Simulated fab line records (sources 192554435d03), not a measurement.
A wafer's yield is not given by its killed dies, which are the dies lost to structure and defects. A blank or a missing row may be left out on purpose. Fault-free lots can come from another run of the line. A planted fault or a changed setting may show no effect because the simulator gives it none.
The tool behind it: which one? / flow n5_finfet / 10 lots, 30 wafers sampled, at 3 steps of a route of 1938

== WHAT EACH GAUGE READ, for each wafer ==
N5_BEOL_M12_INSPECT_55: inspects for defects (darkfield).
lot=L074; measured=day 11 03:04; on=defect_inspect-02; raw_defect_count=88 58 74
lot=L078; measured=day 11 12:14; on=defect_inspect-01; raw_defect_count=119 72 132
lot=L080; measured=day 11 21:20; on=defect_inspect-01; raw_defect_count=48 35 66
lot=L081; measured=day 12 00:23; on=defect_inspect-02; raw_defect_count=57 70 54
lot=L082; measured=day 12 19:55; on=defect_inspect-01; raw_defect_count=62 83 60
lot=L089; measured=day 13 23:37; on=defect_inspect-02; raw_defect_count=59 59 70
lot=L090; measured=day 14 20:23; on=defect_inspect-01; raw_defect_count=84 84 74
lot=L093; measured=day 15 06:45; on=defect_inspect-01; raw_defect_count=80 115 105
lot=L095; measured=day 15 14:40; on=defect_inspect-01; raw_defect_count=56 98 46
lot=L096; measured=day 16 02:26; on=defect_inspect-01; raw_defect_count=69 43 66

== EACH LOT AND THE TOOL THAT RAN IT (in order: tool; ch and the chambers of the sampled wafers; start) ==
lot=L074; N5_BEOL_M12_ETCH_68=rie_diel-01 ch 0,1,3, day 10 20:47; N5_BEOL_M12_TRENCH_ETCH_34=rie_diel-01 ch 0,1,3, day 10 20:58
lot=L078; N5_BEOL_M12_ETCH_68=rie_diel-05 ch 0,2,3, day 11 10:07; N5_BEOL_M12_TRENCH_ETCH_34=rie_diel-05 ch 0,2,3, day 11 10:17
lot=L080; N5_BEOL_M12_ETCH_68=rie_diel-04 ch 1,2,3, day 11 17:28; N5_BEOL_M12_TRENCH_ETCH_34=rie_diel-04 ch 1,2,3, day 11 17:38
lot=L081; N5_BEOL_M12_ETCH_68=rie_diel-01 ch 0,3, day 11 21:52; N5_BEOL_M12_TRENCH_ETCH_34=rie_diel-01 ch 0,3, day 11 22:04
lot=L082; N5_BEOL_M12_ETCH_68=rie_diel-01 ch 2,3, day 12 15:41; N5_BEOL_M12_TRENCH_ETCH_34=rie_diel-01 ch 2,3, day 12 15:52
lot=L089; N5_BEOL_M12_ETCH_68=rie_diel-01 ch 0,1,3, day 13 20:59; N5_BEOL_M12_TRENCH_ETCH_34=rie_diel-01 ch 0,1,3, day 13 21:10
lot=L090; N5_BEOL_M12_ETCH_68=rie_diel-01 ch 1,3, day 14 14:56; N5_BEOL_M12_TRENCH_ETCH_34=rie_diel-01 ch 1,3, day 14 15:07
lot=L093; N5_BEOL_M12_ETCH_68=rie_diel-05 ch 0,1,3, day 15 02:44; N5_BEOL_M12_TRENCH_ETCH_34=rie_diel-05 ch 0,1,3, day 15 02:55
lot=L095; N5_BEOL_M12_ETCH_68=rie_diel-01 ch 2,3, day 15 12:01; N5_BEOL_M12_TRENCH_ETCH_34=rie_diel-01 ch 2,3, day 15 12:11
lot=L096; N5_BEOL_M12_ETCH_68=rie_diel-04 ch 0,3, day 15 22:11; N5_BEOL_M12_TRENCH_ETCH_34=rie_diel-04 ch 0,3, day 15 22:22
- N5_BEOL_M12_ETCH_68: etches SOC in N2/H2, time 285 s.
- N5_BEOL_M12_TRENCH_ETCH_34: etches SiOC in C4F8/O2/Ar, target depth 318.95 nm, time 125.5 s.

== THE ANSWER, worked out from the rows above alone ==
Rule: usual is defined by the lots themselves. The widest of any qualifying gaps counts: lots, ordered by their means at a reading, are off when they make up no more than a third of the lots, leave a main group of 4 or more, and stand apart from it by 3 or more times the standard deviation of that group's means. A main group whose means are all the same, to the digits that the tables above print for the reading, isn't used. A lot without any number at a reading at which 4 lots or more have one is off too. All remaining lots with rows at the step are treated as sound.
None of the lots is off at any reading shown; this tells nothing.

== WHAT THE SIMULATOR PUT IN ==
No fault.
